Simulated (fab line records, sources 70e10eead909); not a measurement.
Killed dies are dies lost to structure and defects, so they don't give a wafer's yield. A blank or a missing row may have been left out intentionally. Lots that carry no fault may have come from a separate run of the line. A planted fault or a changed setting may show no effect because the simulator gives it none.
fab line records ; flow nand_harc
[record] lots = 13; wafers = 39; last_day = 32
route steps=1302 shown A_M1@1180 HYBRID_BOND@1237 THIN_TSV@1244 END@1302
lots with no fault: from the same line, run without faults
start_h: the number of hours between the record's first day and the start of the first shown wafer of the lot ; wait_h: hours elapsed since this lot's preceding step ; " same as the row above ; L1.1+2: a single row standing in for several wafers ; - no value, or no start was given ; * or withheld: withheld ; < > ~ a bound
route shown NAME@n: a module of which the file shows steps, and the number in the route of the first ; usual: average and standard deviation across the fault-free wafers ; same: alike in all rows ; chamber/n: place in a boat ; sites: the reading at each site ; _std_site: the values' standard deviation ; _edge_site: mean of outer sites minus mean of inner sites ; radius_mm: for every site, how far away it sits from the centre of the wafer ; mask NAME#n: copy n ; behind: tool/chamber where the wafer was last shaped ; hold: why the lot was held/for how many hours/how that ended ; device: the n, p or np transistor that did not switch ; end of line: the tests these same wafers got at the end of their route ; a step given without rows: its recipe and nothing more ; killed: the dies lost at the first sort to structure and to defects; this is not the yield of the wafer ; map: shows each die of a wafer: x if killed, . if not, _ if none is there
set.NAME: the setting that was run; set.NAME@STEP: the one run at that earlier step ; model.NAME: the simulator's own value behind a step, which no gauge read
steps of the route over a sample of lots; a table a step, a row a wafer
services: the hour from which a tool's chamber was out of use, counted from the record's first day as start_h (under 0 if before that day), plus the number of hours and why
[[steps]]
[step NHARC_A_M1_OVL_MEAS_10]
[recipe] pitch_nm = 240
[usual] overlay_x_nm = 0.3/0.91; overlay_y_nm = 0.0/0.89
lot.wafer;tool;chamber;start_h;wait_h;overlay_x_nm;overlay_y_nm
L692.1;overlay-01;-;542.50;-;-0.1;-0.4
L692.3;overlay-01;-;542.50;-;-0.5;-0.5
L692.4;overlay-01;-;542.50;-;-0.3;-0.2
L691.4;overlay-02;-;543.28;-;1.3;-0.1
L691.5;overlay-02;-;543.28;-;1.4;-0.4
L691.6;overlay-02;-;543.28;-;1.1;0.0
L690.1;overlay-02;-;553.95;-;-0.2;0.5
L690.5;overlay-02;-;553.95;-;-0.1;0.3
L690.6;overlay-02;-;553.95;-;-0.3;0.3
L694.1;overlay-02;-;563.05;-;-1.0;-0.3
L694.4;overlay-02;-;563.05;-;-0.5;-0.6
L694.5;overlay-02;-;563.05;-;-0.9;-0.3
L696.1;overlay-02;-;570.49;-;2.0;0.0
L696.5;overlay-02;-;570.49;-;1.6;1.2
L696.6;overlay-02;-;570.49;-;2.5;0.6
L698.1;overlay-01;-;596.54;-;0.8;-0.9
L698.3;overlay-01;-;596.54;-;0.6;-0.8
L698.6;overlay-01;-;596.54;-;0.9;-0.1
L699.1;overlay-01;-;610.66;-;-1.0;1.3
L699.3;overlay-01;-;610.66;-;-0.5;1.2
L699.4;overlay-01;-;610.66;-;-0.6;1.8
L700.1;overlay-02;-;623.73;-;1.5;-0.7
L700.2;overlay-02;-;623.73;-;1.9;-0.1
L700.3;overlay-02;-;623.73;-;0.8;-0.4
L707.2;overlay-01;-;683.26;-;0.0;0.8
L707.3;overlay-01;-;683.26;-;-0.5;1.2
L707.4;overlay-01;-;683.26;-;-0.8;0.8
L709.4;overlay-02;-;707.21;-;-0.3;0.7
L709.5;overlay-02;-;707.21;-;-1.1;0.6
L709.6;overlay-02;-;707.21;-;-0.6;1.1
L710.1;overlay-01;-;727.74;-;-0.6;0.8
L710.2;overlay-01;-;727.74;-;0.0;1.0
L710.4;overlay-01;-;727.74;-;-0.6;0.6
L711.1;overlay-02;-;729.44;-;1.1;-1.1
L711.3;overlay-02;-;729.44;-;1.3;-1.3
L711.4;overlay-02;-;729.44;-;0.6;-1.1
L712.1;overlay-01;-;739.70;-;0.1;-2.1
L712.3;overlay-01;-;739.70;-;0.1;-1.8
L712.5;overlay-01;-;739.70;-;0.7;-1.3
[step NHARC_A_M1_PRE_CLEAN_30]
[recipe] time_s = 30; temp_c = 280; gas = H2/He
[usual] heater_power_w = 412/31
lot.wafer;tool;chamber;start_h;wait_h;heater_power_w
L692.3;pvd_sputter-02;-;-;-;386
L692.4;pvd_sputter-02;-;-;-;392
L692.1;pvd_sputter-02;-;-;-;413
L691.4;pvd_sputter-03;-;-;-;363
L691.5;pvd_sputter-03;-;-;-;446
L691.6;pvd_sputter-03;-;-;-;383
L690.1;pvd_sputter-02;-;-;-;402
L690.6;pvd_sputter-02;-;-;-;383
L690.5;pvd_sputter-02;-;-;-;412
L694.4;pvd_sputter-01;-;-;-;456
L694.1;pvd_sputter-01;-;-;-;443
L694.5;pvd_sputter-01;-;-;-;462
L696.1;pvd_sputter-02;-;-;-;415
L696.6;pvd_sputter-02;-;-;-;383
L696.5;pvd_sputter-02;-;-;-;413
L698.3;pvd_sputter-03;-;-;-;418
L698.1;pvd_sputter-03;-;-;-;444
L698.6;pvd_sputter-03;-;-;-;424
L699.4;pvd_sputter-03;-;-;-;414
L699.1;pvd_sputter-03;-;-;-;448
L699.3;pvd_sputter-03;-;-;-;372
L700.2;pvd_sputter-01;-;-;-;432
L700.1;pvd_sputter-01;-;-;-;391
L700.3;pvd_sputter-01;-;-;-;367
L707.2;pvd_sputter-02;-;-;-;417
L707.3;pvd_sputter-02;-;-;-;443
L707.4;pvd_sputter-02;-;-;-;362
L709.4;pvd_sputter-03;-;-;-;438
L709.6;pvd_sputter-03;-;-;-;459
L709.5;pvd_sputter-03;-;-;-;369
L710.1;pvd_sputter-03;-;-;-;439
L710.4;pvd_sputter-03;-;-;-;381
L710.2;pvd_sputter-03;-;-;-;433
L711.3;pvd_sputter-01;-;-;-;432
L711.1;pvd_sputter-01;-;-;-;364
L711.4;pvd_sputter-01;-;-;-;475
L712.1;pvd_sputter-01;-;-;-;437
L712.3;pvd_sputter-01;-;-;-;480
L712.5;pvd_sputter-01;-;-;-;428
[step NHARC_HYBRID_BOND_ACTIVATE_00]
[recipe] time_s = 60; n2_flow_sccm = 200; ar_flow_sccm = 0; bias_power_w = 0; chemistry = N2
[usual] drypump_motor_current_A = 5.6/0.4; mfc_ar_sccm = 0.011/0.0095; oes_product_au = 0.998/0.01; rf_vpp_V = 64.0/0.87; showerhead_plenum_p_Torr = 1.75/0.078
lot.wafer;tool;chamber;start_h;wait_h;drypump_motor_current_A;mfc_ar_sccm;oes_product_au;rf_hours_counter_h;rf_vpp_V;showerhead_plenum_p_Torr
L692.3;rie_diel-07;0;549.88;0.1;6.2;0.005;0.992;22;65.2;1.86
L692.4;rie_diel-07;1;549.88;0.1;5.0;0.021;0.998;23;63.1;1.80
L692.1;rie_diel-07;2;549.88;0.1;5.2;0.012;1.004;21;64.2;1.82
L691.4;rie_diel-09;1;550.79;0.1;5.2;0.030;0.987;4;64.2;1.66
L691.6;rie_diel-09;0;550.79;0.1;6.3;0;0.981;-;64.0;1.78
L691.5;rie_diel-09;1;550.79;0.1;5.2;0.030;0.990;-;62.6;1.66
L690.1;rie_diel-07;2;561.37;0.1;5.3;0.012;1.006;23;64.4;1.82
L690.6;rie_diel-07;1;561.37;0.1;5.0;0.021;0.992;-;65.7;1.80
L690.5;rie_diel-07;2;561.37;0.1;5.2;0.012;1.007;-;64.4;1.82
L694.1;rie_diel-08;0;570.49;0.1;5.2;0.009;1.010;3;63.4;1.75
L694.4;rie_diel-08;1;570.49;0.1;5.7;0;1.005;3;65.9;1.78
L694.5;rie_diel-08;3;570.49;0.1;5.5;0;0.992;-;64.6;1.64
L696.1;rie_diel-09;1;578.05;0.1;5.2;0.030;0.986;5;62.5;1.66
L696.6;rie_diel-09;2;578.05;0.1;5.7;0.016;1.016;-;65.4;1.86
L696.5;rie_diel-09;3;578.05;0.1;5.5;0.015;1.005;-;62.2;1.63
L698.1;rie_diel-07;2;604.16;0.1;5.3;0.012;1.004;39;64.2;1.82
L698.3;rie_diel-07;3;604.16;0.1;5.3;0.016;0.988;38;64.9;1.72
L698.6;rie_diel-07;1;604.16;0.1;5.0;0.021;1.000;-;64.4;1.79
L699.3;rie_diel-08;2;618.28;0.1;5.4;0.001;0.996;18;64.7;1.73
L699.4;rie_diel-08;3;618.28;0.1;5.5;0;0.987;18;64.3;1.64
L699.1;rie_diel-08;0;618.28;0.1;5.2;0.009;1.027;22;63.9;1.75
L700.1;rie_diel-07;0;631.56;0.1;6.1;0.005;0.994;48;65.1;1.85
L700.2;rie_diel-07;2;631.56;0.1;5.2;0.012;0.987;45;65.2;1.81
L700.3;rie_diel-07;3;631.56;0.1;5.3;0.016;0.996;45;63.5;1.72
L707.2;rie_diel-08;2;691.05;0.1;5.4;0.001;0.998;46;63.2;1.72
L707.3;rie_diel-08;3;691.05;0.1;5.5;0;0.990;42;64.6;1.63
L707.4;rie_diel-08;1;691.05;0.1;5.7;0;1.010;44;65.1;1.77
L709.4;rie_diel-09;3;714.63;0.1;5.5;0.015;0.992;3;64.0;1.63
L709.5;rie_diel-09;2;714.63;0.1;5.7;0.016;1.009;-;64.8;1.86
L709.6;rie_diel-09;3;714.63;0.1;5.5;0.015;0.990;-;64.3;1.63
L710.1;rie_diel-09;0;735.06;0.1;6.3;0;0.991;6;64.9;1.77
L710.4;rie_diel-09;1;735.06;0.1;5.2;0.030;0.997;6;62.8;1.66
L710.2;rie_diel-09;2;735.06;0.1;5.7;0.016;1.001;5;65.0;1.86
L711.3;rie_diel-07;3;736.93;0.1;5.2;0.016;0.998;26;64.2;1.71
L711.1;rie_diel-07;1;736.93;0.1;5.0;0.021;0.980;25;63.8;1.78
L711.4;rie_diel-07;2;736.93;0.1;5.2;0.012;1.004;26;64.1;1.80
L712.3;rie_diel-07;0;747.66;0.1;6.1;0.005;1.000;28;64.4;1.84
L712.1;rie_diel-07;3;747.66;0.1;5.2;0.016;0.996;28;62.5;1.71
L712.5;rie_diel-07;1;747.66;0.1;5.0;0.021;0.986;-;62.9;1.78
[step NHARC_THIN_TSV_GRIND_00]
[recipe] target_thk_um = 6
[usual] head_pressure_psi = 3.998/0.0099; motor_current_A = 12.000/0.022
lot.wafer;tool;chamber;start_h;wait_h;head_pressure_psi;motor_current_A
L691.4;grinder-01;0;560.09;0.8;4.006;12.008
L691.5;grinder-01;0;560.09;0.8;4.015;11.987
L691.6;grinder-01;0;560.09;0.8;3.994;12.021
L692.1;grinder-01;0;560.69;1.4;3.991;11.957
L692.3;grinder-01;0;560.69;1.4;4.009;11.980
L692.4;grinder-01;0;560.69;1.4;3.995;11.984
L690.1;grinder-01;0;572.69;0.1;4.003;12.027
L690.5;grinder-01;0;572.69;0.1;3.995;11.953
L690.6;grinder-01;0;572.69;0.1;3.995;11.964
L694.1;grinder-01;0;580.37;0.1;4.010;11.979
L694.4;grinder-01;0;580.37;0.1;3.992;12.019
L694.5;grinder-01;0;580.37;0.1;3.991;12.012
L696.1;grinder-01;0;587.62;0.1;4.007;11.983
L696.5;grinder-01;0;587.62;0.1;3.989;12.004
L696.6;grinder-01;0;587.62;0.1;3.987;12.015
L698.1;grinder-01;0;613.76;0.2;4.004;12.038
L698.3;grinder-01;0;613.76;0.2;3.993;12.005
L698.6;grinder-01;0;613.76;0.2;3.983;11.991
L699.1;grinder-01;0;630.16;0.1;3.989;12.016
L699.3;grinder-01;0;630.16;0.1;3.994;12.013
L699.4;grinder-01;0;630.16;0.1;3.996;12.006
L700.1;grinder-01;0;641.18;0.1;4.005;12.007
L700.2;grinder-01;0;641.18;0.1;3.998;11.999
L700.3;grinder-01;0;641.18;0.1;3.998;11.971
L707.2;grinder-01;0;700.87;0.3;4.004;12.010
L707.3;grinder-01;0;700.87;0.3;4.004;11.998
L707.4;grinder-01;0;700.87;0.3;4.009;12.004
L709.4;grinder-01;0;724.66;0.7;4.003;12.017
L709.5;grinder-01;0;724.66;0.7;4.014;11.974
L709.6;grinder-01;0;724.66;0.7;4.002;12.003
L710.1;grinder-01;0;747.44;0.1;3.994;12.003
L710.2;grinder-01;0;747.44;0.1;3.993;11.999
L710.4;grinder-01;0;747.44;0.1;3.984;12.007
L711.1;grinder-01;0;753.79;0.1;3.991;12.022
L711.3;grinder-01;0;753.79;0.1;3.997;12.027
L711.4;grinder-01;0;753.79;0.1;3.995;11.972
L712.1;grinder-01;0;757.25;0.1;4.001;12.023
L712.3;grinder-01;0;757.25;0.1;3.985;12.014
L712.5;grinder-01;0;757.25;0.1;3.976;12.013
[step NHARC_END_SORT_01]
[recipe] temp_c = 25
[usual] defect_limited_yield = 90.7/2.9; killed_at_array = 58/20; killed_at_other = 1.0/1.2; killed_at_periphery = 4.1/3; killed_dies = 63/20; killed_open = 3.2/1.7; killed_short = 2.5/1.5
[same] gross_dies = 677
lot.wafer;tool;chamber;start_h;wait_h;hold;defect_limited_yield[%];killed_at_array;killed_at_other;killed_at_periphery;killed_dies;killed_open;killed_short
L698.1;prober-01;0;632.55;2.5;await_dispo/6.8h/scrap;0;82;593;2;677;6;4
L698.3;prober-01;0;634.16;3.1;await_dispo/6.8h/scrap;0;76;595;6;677;5;5
L698.6;prober-01;0;636.57;4.0;await_dispo/6.8h/scrap;0;84;592;1;677;1;3
L699.1;prober-02;0;657.72;2.5;await_dispo/2.2h/scrap;0;58;615;4;677;4;2
L699.3;prober-02;0;659.32;3.1;await_dispo/2.2h/scrap;0;45;629;3;677;2;0
L699.4;prober-02;0;660.13;3.4;await_dispo/2.2h/scrap;0;59;616;2;677;3;1
L700.1;prober-01;0;664.93;2.5;await_dispo/2.6h/scrap;0;63;608;6;677;2;4
L700.2;prober-01;0;665.73;2.8;await_dispo/2.6h/scrap;0;59;608;10;677;5;1
L700.3;prober-01;0;666.53;3.1;await_dispo/2.6h/scrap;0;65;605;7;677;6;1
L707.2;prober-01;0;719.41;2.8;-;87.7;81;0;2;83;4;5
L707.3;prober-01;0;720.22;3.1;-;84.6;99;2;3;104;2;6
L707.4;prober-01;0;721.03;3.4;-;85.4;99;0;0;99;2;3
// killed by level:class
L698.1 THIN_TSV:area_cmp=593 A_SLIT:chamber_film_flake=36 A_CHANNEL_HOLE_D2:chamber_film_flake=23 A_M0:geometric_particle:open=2 A_CHANNEL_FILL_D1:chamber_film_flake=2 A_STAIRCASE:chamber_film_flake=2 A_CHANNEL_FILL_D2:chamber_film_flake=2 A_WL_FILL:chamber_film_flake=2
L698.3 THIN_TSV:area_cmp=595 A_SLIT:chamber_film_flake=29 A_CHANNEL_HOLE_D2:chamber_film_flake=28 A_CHANNEL_HOLE_D1:chamber_film_flake=3 A_BONDPAD:chamber_film_flake=3 A_ONON_D1:geometric_particle:open=2 A_CHANNEL_FILL_D2:geometric_particle:short=2 P_STI:chamber_film_flake=2
L698.6 THIN_TSV:area_cmp=592 A_SLIT:chamber_film_flake=32 A_CHANNEL_HOLE_D2:chamber_film_flake=31 A_CHANNEL_HOLE_D1:chamber_film_flake=3 A_CHANNEL_FILL_D1:chamber_film_flake=3 A_STAIRCASE:chamber_film_flake=3 A_CONTACT:chamber_film_flake=3 A_CHANNEL_FILL_D2:chamber_film_flake=2
L699.1 THIN_TSV:area_cmp=615 A_CHANNEL_HOLE_D1:chamber_film_flake=24 A_CHANNEL_HOLE_D2:chamber_film_flake=20 A_STAIRCASE:chamber_film_flake=4 P_GATE:chamber_film_flake=3 A_WL_FILL:geometric_particle:open=2 A_CHANNEL_FILL_D2:chamber_film_flake=2 A_CONTACT:chamber_film_flake=2
L699.3 THIN_TSV:area_cmp=629 A_CHANNEL_HOLE_D1:chamber_film_flake=24 A_CHANNEL_HOLE_D2:chamber_film_flake=12 A_CONTACT:chamber_film_flake=3 P_ZERO_WELL:chamber_film_flake=2 A_CHANNEL_FILL_D2:chamber_film_flake=2 A_CHANNEL_FILL_D1:geometric_particle:open=1 A_ONON_D2:geometric_particle:open=1
L699.4 THIN_TSV:area_cmp=616 A_CHANNEL_HOLE_D1:chamber_film_flake=32 A_CHANNEL_HOLE_D2:chamber_film_flake=17 A_SGD_CUT:chamber_film_flake=2 A_SLIT:chamber_film_flake=2 A_CONTACT:chamber_film_flake=2 P_GATE:geometric_particle:open=1 A_WL_FILL:geometric_particle:open=1
L700.1 THIN_TSV:area_cmp=606 A_SLIT:chamber_film_flake=38 A_CHANNEL_HOLE_D1:chamber_film_flake=6 A_CONTACT:chamber_film_flake=6 P_ZERO_WELL:chamber_film_flake=3 A_CHANNEL_HOLE_D2:chamber_film_flake=3 A_STAIRCASE:chamber_film_flake=3 THIN_TSV:chamber_film_flake=2
L700.2 THIN_TSV:area_cmp=605 A_SLIT:chamber_film_flake=33 A_CHANNEL_HOLE_D1:chamber_film_flake=7 A_CONTACT:chamber_film_flake=6 P_ZERO_WELL:chamber_film_flake=5 A_CHANNEL_HOLE_D2:chamber_film_flake=5 THIN_TSV:chamber_film_flake=3 P_CONTACT:geometric_particle:open=2
L700.3 THIN_TSV:area_cmp=604 A_SLIT:chamber_film_flake=35 A_CHANNEL_HOLE_D2:chamber_film_flake=6 A_CHANNEL_HOLE_D1:chamber_film_flake=6 A_STAIRCASE:chamber_film_flake=6 P_ZERO_WELL:chamber_film_flake=4 A_CONTACT:chamber_film_flake=4 A_CHANNEL_FILL_D2:geometric_particle:open=2
L707.2 A_SLIT:chamber_film_flake=23 A_CHANNEL_HOLE_D1:chamber_film_flake=21 A_CHANNEL_HOLE_D2:chamber_film_flake=19 A_CHANNEL_FILL_D2:chamber_film_flake=4 A_STAIRCASE:chamber_film_flake=3 A_CONTACT:chamber_film_flake=3 A_WL_FILL:geometric_particle:short=2 P_M0:geometric_particle:open=1
L707.3 A_SLIT:chamber_film_flake=33 A_CHANNEL_HOLE_D1:chamber_film_flake=30 A_CHANNEL_HOLE_D2:chamber_film_flake=22 A_CHANNEL_FILL_D1:geometric_particle:short=3 A_CONTACT:chamber_film_flake=3 A_BLC:geometric_particle:open=2 P_M1:chamber_film_flake=2 A_CHANNEL_FILL_D2:chamber_film_flake=2
L707.4 A_SLIT:chamber_film_flake=44 A_CHANNEL_HOLE_D2:chamber_film_flake=23 A_CHANNEL_HOLE_D1:chamber_film_flake=19 A_CONTACT:chamber_film_flake=5 A_CHANNEL_FILL_D2:chamber_film_flake=2 A_ONON_D1:geometric_particle:short=1 A_ONON_D1:geometric_particle:open=1 A_CHANNEL_FILL_D1:geometric_particle:open=1
[[services]]
tool;chamber;start_h;hours;kind
rie_diel-07;0;529.35;-;clean
rie_diel-07;1;529.35;-;clean
rie_diel-07;2;529.35;-;clean
pvd_sputter-03;-;533.81;10.0;pm
rie_diel-08;-;548.92;9.0;pm
pvd_sputter-03;-;558.79;1.7;repair
pvd_sputter-01;-;582.00;10.0;pm
rie_diel-08;-;590.30;1.9;repair
rie_diel-08;1;597.98;6.9;repair
pvd_sputter-03;-;599.04;1.9;repair
rie_diel-07;-;619.55;0.7;repair
pvd_sputter-02;-;638.00;10.0;pm
rie_diel-09;1;642.99;2.7;repair
rie_diel-07;-;648.42;9.0;pm
pvd_sputter-03;-;656.29;9.2;repair
rie_diel-09;-;674.10;9.0;pm
pvd_sputter-03;-;711.81;10.0;pm
grinder-01;-;714.20;1.3;repair
pvd_sputter-02;-;725.26;8.4;repair
rie_diel-08;-;725.92;9.0;pm
pvd_sputter-03;-;731.03;3.7;repair
grinder-01;-;736.00;8.0;pm
pvd_sputter-03;-;740.45;4.4;repair
pvd_sputter-01;-;756.98;2.0;repair
[[key]]
[first_sign] step = NHARC_END_SORT_01; reading = killed_at_other; direction = up; sigmas = 99+; usual = 1.0; struck = 606.8
[effect] step = NHARC_END_SORT_01; reading = defect_limited_yield; direction = down; sigmas = 31; usual = 90.7; struck = 0
[more_kills_born_at] NHARC_THIN_TSV_CMP_01@cmp-01 = 3595; NHARC_THIN_TSV_CMP_01@cmp-03 = 1860
met_at NHARC_THIN_TSV_GRIND_00
struck_lots L698,L699,L700
later_rows_left_out L698.1,L698.3,L698.6,L699.1,L699.3,L699.4,L700.1,L700.2,L700.3
not_acting_at NHARC_A_M1_OVL_MEAS_10,NHARC_A_M1_PRE_CLEAN_30,NHARC_HYBRID_BOND_ACTIVATE_00
onset_between 587.62 613.76
[fault] kind = process_parameter_drift; tool = grinder-01; chamber = -; onset_h = 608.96; steps = NHARC_THIN_TSV_GRIND_00; channel = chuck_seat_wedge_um; offset = 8; shape = step; end_h = 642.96
// later_rows_left_out: the simulator's readings of these wafers behind a module that went badly wrong aren't trusted and aren't shown, but for the sort
